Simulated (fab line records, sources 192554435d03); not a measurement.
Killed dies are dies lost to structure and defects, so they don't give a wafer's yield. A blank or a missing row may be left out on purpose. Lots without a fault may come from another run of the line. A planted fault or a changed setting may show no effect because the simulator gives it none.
Which tool did it? | flow n5_finfet | 12 lots, 36 wafers sampled, at 3 steps of a route of 1938

WHAT THE GAUGES READ, wafer by wafer
N5_BEOL_M3_RS_MEAS_58: measures by four-point-probe.
lot  | measured     | on            | M3_RS (ohm/sq)
L076 | day 8 01:53  | film_metro-01 | 0.67 0.60 0.66
L077 | day 8 13:26  | film_metro-02 | 0.69 0.68 0.67
L080 | day 9 03:56  | film_metro-02 | 0.71 0.69 0.63
L082 | day 9 12:10  | film_metro-01 | 0.68 0.72 0.71
L084 | day 9 23:22  | film_metro-01 | 0.68 0.68 0.63
L085 | day 10 15:04 | film_metro-02 | 0.68 0.71 0.74
L086 | day 11 04:43 | film_metro-01 | 0.65 0.65 0.64
L089 | day 11 11:14 | film_metro-02 | 0.68 0.60 0.65
L091 | day 11 20:08 | film_metro-01 | 0.66 0.62 0.68
L093 | day 12 17:38 | film_metro-01 | 0.79 0.78 0.68
L094 | day 12 23:55 | film_metro-02 | 0.72 0.67 0.65
L097 | day 13 17:43 | film_metro-01 | 0.71 0.75 0.73

WHICH TOOL RAN EACH LOT (tool, then ch and the chambers of the sampled wafers, then the start)
lot  | N5_BEOL_M3_SURFACE_TREAT_85  | N5_BEOL_M3_CMP_52
L076 | pvd_sputter-03, day 7 22:48  | cmp-01 ch 1,2,3, day 8 01:24
L077 | pvd_sputter-02, day 8 10:16  | cmp-01 ch 0,1,3, day 8 12:53
L080 | pvd_sputter-03, day 9 00:51  | cmp-04 ch 0,1,3, day 9 03:28
L082 | pvd_sputter-02, day 9 08:50  | cmp-02 ch 1,2,3, day 9 11:31
L084 | pvd_sputter-01, day 9 20:15  | cmp-02 ch 0,2, day 9 22:43
L085 | pvd_sputter-01, day 10 11:51 | cmp-02 ch 0,1,3, day 10 14:34
L086 | pvd_sputter-01, day 10 23:49 | cmp-04 ch 0,2,3, day 11 04:12
L089 | pvd_sputter-02, day 11 08:11 | cmp-02 ch 1,2, day 11 10:41
L091 | pvd_sputter-01, day 11 16:17 | cmp-04 ch 1,2, day 11 19:25
L093 | pvd_sputter-03, day 12 14:15 | cmp-02 ch 0,3, day 12 17:04
L094 | pvd_sputter-03, day 12 17:11 | cmp-01 ch 1,2, day 12 23:16
L097 | pvd_sputter-02, day 13 14:17 | cmp-01 ch 0,1,2, day 13 17:10
- N5_BEOL_M3_SURFACE_TREAT_85
- N5_BEOL_M3_CMP_52: polishes, stops on SiOC, t overpolish 6.8 s, target thk 40 nm.

THE ANSWER, worked out from the rows above alone
Rule: what is usual is taken from the lots themselves. Put in order of their means at a reading, lots are off if they are a third of the lots or fewer, leave a main group of 4 or more, and stand apart from it by a gap of 3 or more times the standard deviation of the main group's means; of several such gaps the widest counts. A main group whose means are all the same, to the digits that the tables above print for the reading, isn't used. A lot without any number at a reading at which 4 lots or more have one is off too. The other lots that the step has rows for count as sound.
No lot is off at any reading shown: from this, nothing can be told.

WHAT THE SIMULATOR HAD PUT IN
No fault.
